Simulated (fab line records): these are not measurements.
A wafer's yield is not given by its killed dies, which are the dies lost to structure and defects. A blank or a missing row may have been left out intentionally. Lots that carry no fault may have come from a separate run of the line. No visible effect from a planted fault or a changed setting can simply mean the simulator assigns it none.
Which tool did it? :: flow n5Finfet :: 36 wafers from 12 lots sampled at 2 of the route's 1938 steps

WHAT EACH GAUGE READ, for each wafer
N5_BEOL_M4_RS_MEAS_58: uses a four-point probe to measure.
lot: L075
measured: day 8 02:12
on: filmMetro-02
M4_RS (ohm/sq): 0.59 0.68 0.61

lot: L078
measured: day 8 22:28
on: filmMetro-01
M4_RS (ohm/sq): 0.65 0.66 0.63

lot: L079
measured: day 9 00:56
on: filmMetro-01
M4_RS (ohm/sq): 0.66 0.63 0.63

lot: L080
measured: day 9 08:28
on: filmMetro-02
M4_RS (ohm/sq): 0.67 0.73 0.67

lot: L083
measured: day 10 00:44
on: filmMetro-01
M4_RS (ohm/sq): 0.65 0.66 0.65

lot: L085
measured: day 10 18:46
on: filmMetro-02
M4_RS (ohm/sq): 0.65 0.66 0.62

lot: L088
measured: day 11 06:03
on: filmMetro-01
M4_RS (ohm/sq): 0.66 0.72 0.66

lot: L089
measured: day 11 15:57
on: filmMetro-02
M4_RS (ohm/sq): 0.59 0.62 0.63

lot: L091
measured: day 12 01:35
on: filmMetro-01
M4_RS (ohm/sq): 0.63 0.62 0.62

lot: L092
measured: day 12 16:42
on: filmMetro-01
M4_RS (ohm/sq): 0.63 0.65 0.70

lot: L096
measured: day 13 06:46
on: filmMetro-01
M4_RS (ohm/sq): 0.64 0.69 0.66

lot: L097
measured: day 13 09:46
on: filmMetro-02
M4_RS (ohm/sq): 0.65 0.65 0.66

EACH LOT AND THE TOOL THAT RAN IT (in order: tool; ch and the chambers of the sampled wafers; start)
lot: L075
N5_BEOL_M4_ALD_84: aldMetal-02 ch 0,2,3, day 7 22:43

lot: L078
N5_BEOL_M4_ALD_84: aldMetal-02 ch 0,1,3, day 8 19:08

lot: L079
N5_BEOL_M4_ALD_84: aldMetal-04 ch 1,2, day 8 21:16

lot: L080
N5_BEOL_M4_ALD_84: aldMetal-01 ch 0,3, day 9 03:53

lot: L083
N5_BEOL_M4_ALD_84: aldMetal-01 ch 0,2,3, day 9 20:32

lot: L085
N5_BEOL_M4_ALD_84: aldMetal-01 ch 0,3, day 10 15:14

lot: L088
N5_BEOL_M4_ALD_84: aldMetal-01 ch 0,3, day 11 02:25

lot: L089
N5_BEOL_M4_ALD_84: aldMetal-02 ch 1,2,3, day 11 10:56

lot: L091
N5_BEOL_M4_ALD_84: aldMetal-04 ch 0,1,3, day 11 22:11

lot: L092
N5_BEOL_M4_ALD_84: aldMetal-02 ch 0,1,3, day 12 13:17

lot: L096
N5_BEOL_M4_ALD_84: aldMetal-04 ch 0,2, day 13 01:44

lot: L097
N5_BEOL_M4_ALD_84: aldMetal-02 ch 1,3, day 13 06:17
- N5_BEOL_M4_ALD_84: deposits TaN, pulse time 2 s, purge time 3 s, co reactant purge time 2 s.

THE ANSWER, worked out from the rows above alone
Rule: the lots themselves supply what counts as usual. The widest of any qualifying gaps counts: lots, ordered by their means at a reading, are off when they make up no more than a third of the lots, leave a main group of 4 or more, and stand apart from it by 3 or more times the standard deviation of that group's means. The tables above print the reading to a certain number of digits; a main group whose means all agree to those digits is not used. A lot without any number at a reading at which 4 lots or more have one is off too. The other lots that the step has rows for count as sound.
None of the lots is off at any reading shown; this tells nothing.

WHAT THE SIMULATOR HAD INSERTED
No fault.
